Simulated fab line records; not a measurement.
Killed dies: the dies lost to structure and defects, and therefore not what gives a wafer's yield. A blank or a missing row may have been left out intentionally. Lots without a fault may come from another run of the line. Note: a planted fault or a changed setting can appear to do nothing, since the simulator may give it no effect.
Lot-split experiment + flow n5 finfet + on a route of 1938 steps: 7 lots, 21 wafers read

ABOUT THE SPLIT
At N5_BEOL_M1_COAT_05 (resist thk 30 nm), the setting spin rpm was moved away from the recipe's 1500 rpm on 3 of the 21 wafers read, by -10.1% to +4.7%. All remaining wafers had this setting at the recipe value.

FROM THE SPLIT TO THE READING: what the file shows between them, 4 steps
- N5_BEOL_M1_EBR_07
- N5_BEOL_M1_SOFTBAKE_06: time 60 s
- N5_BEOL_M1_EXPOSE_08: exposes mask M1
- N5_BEOL_M1_PEB_09: peb time 60 s

THE READING
CAR-EUV_of_BEOL_M1_COAT_05.thk nm (the simulator's own value, which no gauge read), in nm, at N5_BEOL_M1_DEVELOP_10 (develop time 30 s). The file does not state a usual value for it. Across the 18 wafers here that went through the recipe, the average is 29.6 nm and the standard deviation 0.14 nm.

| wafer  | tool, chamber at the split | spin rpm as run, rpm | against the recipe | CAR-EUV_of_BEOL_M1_COAT_05.thk nm, nm | against lot-mates on the recipe |
|--------|----------------------------|----------------------|--------------------|---------------------------------------|---------------------------------|
| L074.3 | litho track-02, 0          | 1500                 | recipe             | 29.6                                  | -                               |
| L074.5 | litho track-02, 0          | 1500                 | recipe             | 29.4                                  | -                               |
| L074.6 | litho track-02, 0          | 1500                 | recipe             | 29.4                                  | -                               |
| L076.1 | litho track-02, 0          | 1348                 | -10.1%             | 31.2                                  | +1.8                            |
| L076.2 | litho track-02, 0          | 1348                 | -10.1%             | 31.2                                  | +1.8                            |
| L076.5 | litho track-02, 0          | 1500                 | recipe             | 29.4                                  | -                               |
| L081.1 | litho track-02, 0          | 1500                 | recipe             | 29.6                                  | -                               |
| L081.2 | litho track-02, 0          | 1500                 | recipe             | 29.8                                  | -                               |
| L081.6 | litho track-02, 0          | 1500                 | recipe             | 29.8                                  | -                               |
| L083.1 | litho track-01, 0          | 1500                 | recipe             | 29.6                                  | -                               |
| L083.3 | litho track-01, 0          | 1500                 | recipe             | 29.6                                  | -                               |
| L083.4 | litho track-01, 0          | 1500                 | recipe             | 29.6                                  | -                               |
| L086.2 | litho track-03, 0          | 1500                 | recipe             | 29.6                                  | -                               |
| L086.5 | litho track-03, 0          | 1571                 | +4.7%              | 29                                    | -0.7                            |
| L086.6 | litho track-03, 0          | 1500                 | recipe             | 29.8                                  | -                               |
| L087.3 | litho track-02, 0          | 1500                 | recipe             | 29.6                                  | -                               |
| L087.4 | litho track-02, 0          | 1500                 | recipe             | 29.6                                  | -                               |
| L087.5 | litho track-02, 0          | 1500                 | recipe             | 29.6                                  | -                               |
| L092.1 | litho track-01, 0          | 1500                 | recipe             | 29.8                                  | -                               |
| L092.5 | litho track-01, 0          | 1500                 | recipe             | 29.8                                  | -                               |
| L092.6 | litho track-01, 0          | 1500                 | recipe             | 29.8                                  | -                               |

FIT RESULTS
A straight line over all 21 wafers: CAR-EUV_of_BEOL_M1_COAT_05.thk nm changes by -0.152 nm for each +1% of spin rpm; r = -0.97; the points scatter about the line by 0.14 nm.
The same after taking each lot's own level away (the mean of its wafers on the recipe; 21 wafers): -0.174 nm for each +1%; r = -0.99; scatter 0.069 nm.
On that fit, the largest move of spin rpm shifts the reading by 1.8 nm.
From 29.40 to 29.80 nm: that is the span of the lots' own levels, equal to 2.9 times the standard deviation above.
Thus the slope moves with the lot-to-lot level: the two fits are different.
Check: for one of the wafers moved furthest among these (-10.1%), held out of the fit, the line's prediction against its lot-mates is +1.75 nm. Against them it came out at +1.8 nm.

ADDITIONAL SPLITS CARRIED BY THESE WAFERS
These wafers also went through other splits before the reading. Each is held against what the fit with the lots' levels taken away leaves over:
| other split on the same wafers         | wafers away from the commonest value | r with CAR-EUV_of_BEOL_M1_COAT_05.thk nm (lot level and that fit taken away) |
|----------------------------------------|--------------------------------------|------------------------------------------------------------------------------|
| N5_SDB_ETCH_18 time s                  | 7                                    | -0.20                                                                        |
| N5_HKMG_FIN_EXPOSE_09 dose mj          | 4                                    | +0.40                                                                        |
| N5_MOL_CONTACT_COAG_ALD_131 ald cycles | 8                                    | -0.04                                                                        |
| N5_MOL_CONTACT_COAG_ETCH_91 source w   | 9                                    | +0.06                                                                        |
| N5_BEOL_M0_SAQP_COAT_82 spin rpm       | 7                                    | +0.19                                                                        |
| N5_BEOL_M0_SAQP_PEB_12 peb time s      | 7                                    | -0.05                                                                        |

THE WHOLE CHAIN: every reading that the file lists as answering this split, in the file's order
| step                  | what it does      | reading                                                                            | change (the file's fit)               | r (the file's) |
|-----------------------|-------------------|------------------------------------------------------------------------------------|---------------------------------------|----------------|
| N5_BEOL_M1_COAT_05    | resist thk 30 nm  | CAR-EUV_of_BEOL_M1_COAT_05.thk nm (the simulator's own value, which no gauge read) | -0.156 nm for each +1% of the setting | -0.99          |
| N5_BEOL_M1_DEVELOP_10 | develop time 30 s | CAR-EUV_of_BEOL_M1_COAT_05.thk nm (the simulator's own value, which no gauge read) | -0.172 nm for each +1% of the setting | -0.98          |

FILE'S OWN FIT
CAR-EUV_of_BEOL_M1_COAT_05.thk nm changes by -0.172 nm for each +1% of spin rpm, r = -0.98.
